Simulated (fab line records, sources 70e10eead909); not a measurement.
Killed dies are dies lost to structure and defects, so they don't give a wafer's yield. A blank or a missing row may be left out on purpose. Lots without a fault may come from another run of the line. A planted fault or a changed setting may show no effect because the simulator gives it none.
Problem report in the 8D (eight disciplines) form, filled by code | flow nand_harc | the parts of the form that need people (team, actions taken, sign-off) are left out

1. THE PROBLEM
oes_product_au at NHARC_A_BONDPAD_ETCH_24 reads a mean of 0.828 a.u. on 1 wafer of 1 lot; wafers without a fault read 0.997 a.u. with a standard deviation of 0.0089. That is -19 standard deviations from the usual mean.
The step: etches the open film in CF4/N2, target depth 30 nm, time 72.99 s.
First seen on wafer L512.2, day 26 06:47, on rie_diel-03. The record holds 33 wafers of 11 lots with a number at this step. Rule for "out", or "out of limits": more than 4 standard deviations from the usual mean. The other wafers with a number count as sound.

2. WHAT IT IS AND WHAT IT IS NOT
question                    | is                | is not
which readings at this step | oes_product_au    | bias_w, drypump_motor_current_A, rf_fwd_power_W, rf_vpp_V, showerhead_plenum_p_Torr, throttle_valve_pct
which lots                  | L512              | L505, L508, L519, L521, L522, L523, L525, L526, L527, L528
which wafers of those lots  | L512.2            | L512.5, L512.6
read on which tools         | rie_diel-03       | rie_diel-01, rie_diel-07
when                        | from day 26 06:47 | up to then (8 sound wafers); but 24 sound wafers of L519, L521, L522, L523, L525, L526, L527, L528 came after

3. SUSPECTS, AND WHAT RULES EACH OUT
Counting: a tool at a process step up to the reading stays a suspect if it ran every lot that is out. Sound lots after the first of them don't rule it out here, since some wafers of a struck lot are sound.
- pecvd-02 at NHARC_A_M1_PRE_CLEAN_32 (time 12 s): kept. It ran the lot that is out, L512 (day 26 04:19).
- rie_diel-03 at NHARC_A_BONDPAD_ETCH_24 (etches the open film in CF4/N2, target depth 30 nm, time 72.99 s): kept. It ran the lot that is out, L512 (day 26 06:47); its last sound lot up to then is L508 (day 24 04:53). Its own readings are out on those wafers: oes_product_au.
- Within rie_diel-03 at NHARC_A_BONDPAD_ETCH_24: the wafers that are out ran in chamber 0; their sound lot-mates ran in chambers 2, 3.
Left after counting: pecvd-02 at NHARC_A_M1_PRE_CLEAN_32, rie_diel-03 at NHARC_A_BONDPAD_ETCH_24.

4. THE CAUSE (what the simulator had put in)
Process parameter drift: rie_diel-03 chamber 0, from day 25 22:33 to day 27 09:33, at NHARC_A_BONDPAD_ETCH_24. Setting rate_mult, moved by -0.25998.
Counting left 2 suspects, and this tool is among them.

5. THE CHAIN OF EFFECTS, in route order
Each row: a reading whose mean over the struck wafers that have a number lies more than 3 standard deviations from the usual. Only readings for which the record gives a usual standard deviation are gone through. hours: the time from each lot's start at the first step in this table that gives one to its start at this step, as a median over the lots. sigmas: the change in usual standard deviations.
hours | step                    | reading        | usual      | on struck wafers | change | sigmas
0     | NHARC_A_BONDPAD_ETCH_24 | oes_product_au | 0.997 a.u. | 0.828            | -0.169 | -19
The process steps in it:
- NHARC_A_BONDPAD_ETCH_24: etches the open film in CF4/N2, target depth 30 nm, time 72.99 s.

6. WHAT WOULD HAVE CAUGHT IT SOONER
In this record the first reading out of limits was taken at day 26 06:47, 8 hours after the fault began at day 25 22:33.
